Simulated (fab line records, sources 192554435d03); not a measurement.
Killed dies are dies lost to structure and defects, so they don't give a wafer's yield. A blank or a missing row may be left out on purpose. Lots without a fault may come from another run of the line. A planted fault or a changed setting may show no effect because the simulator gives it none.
Chamber matching | flow n5_finfet | N5_BEOL_M0_SAQP_HM_DEP_111 on pecvd-01: 3 sister chambers
The step deposits SiO2 from SiH4/N2O, target thk 12 nm, time 7.2 s. 14 wafers are shown with their chamber, then 7 later ones without.

WAFERS WITH THEIR CHAMBER
wafer  | chamber | showerhead_plenum_p_Torr (Torr) | heater_power_w (W) | heater_power_outer_w (W)
L074.2 | 2       | 8.04                            | 644                | 392
L074.4 | 2       | 8.07                            | 625                | 399
L074.5 | 1       | 8.27                            | 725                | 410
L076.3 | 1       | 8.26                            | 689                | 390
L076.5 | 1       | 8.28                            | 683                | 391
L076.6 | 0       | 8.23                            | 725                | 448
L079.2 | 2       | 8.07                            | 594                | 351
L079.3 | 1       | 8.28                            | 708                | 394
L079.6 | 0       | 8.19                            | 699                | 413
L082.1 | 0       | 8.23                            | 795                | 482
L082.2 | 2       | 8.09                            | 666                | 408
L082.3 | 1       | 8.25                            | 697                | 395
L084.2 | 0       | 8.21                            | 746                | 447
L084.3 | 1       | 8.28                            | 737                | 410

SIGNATURES (means of the wafers above)
reading                  | chamber 0 | chamber 1 | chamber 2 | scatter within a chamber
showerhead_plenum_p_Torr | 8.2150    | 8.2700    | 8.0675    | 0.017
heater_power_w           | 741.25    | 706.50    | 632.25    | 30.1
heater_power_outer_w     | 447.50    | 398.33    | 387.50    | 20.7
Rule: a wafer's distance from a chamber is the root of the sum, over the readings, of the square of ((its reading less the chamber's mean) divided by the reading's scatter). The wafer belongs to the nearest chamber; if the next one is less than 2 further off, it can't be placed. The scatter: the root of (the sum of the squares of (reading less its chamber's mean) over the shown wafers, divided by (wafers less chambers)).

WAFERS WITHOUT THEIR CHAMBER
wafer  | showerhead_plenum_p_Torr (Torr) | heater_power_w (W) | heater_power_outer_w (W)
L084.4 | 8.05                            | 694                | 427
L088.2 | 8.25                            | 688                | 410
L088.5 | 8.07                            | 624                | 389
L088.6 | 8.21                            | 702                | 412
L097.3 | 8.08                            | 610                | 377
L097.5 | 8.08                            | 615                | 387
L097.6 | 8.28                            | 661                | 364

WHICH CHAMBER EACH WENT THROUGH
wafer  | from the rows above     | in truth
L084.4 | 2                       | 2
L088.2 | can't be placed: 1 or 0 | 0
L088.5 | 2                       | 2
L088.6 | can't be placed: 0 or 1 | 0
L097.3 | 2                       | 2
L097.5 | 2                       | 2
L097.6 | 1                       | 1
Placed correctly: 5 of 7. Can't be placed from these rows: 2 (the true chamber is among the candidates in 2). Placed wrongly: 0.
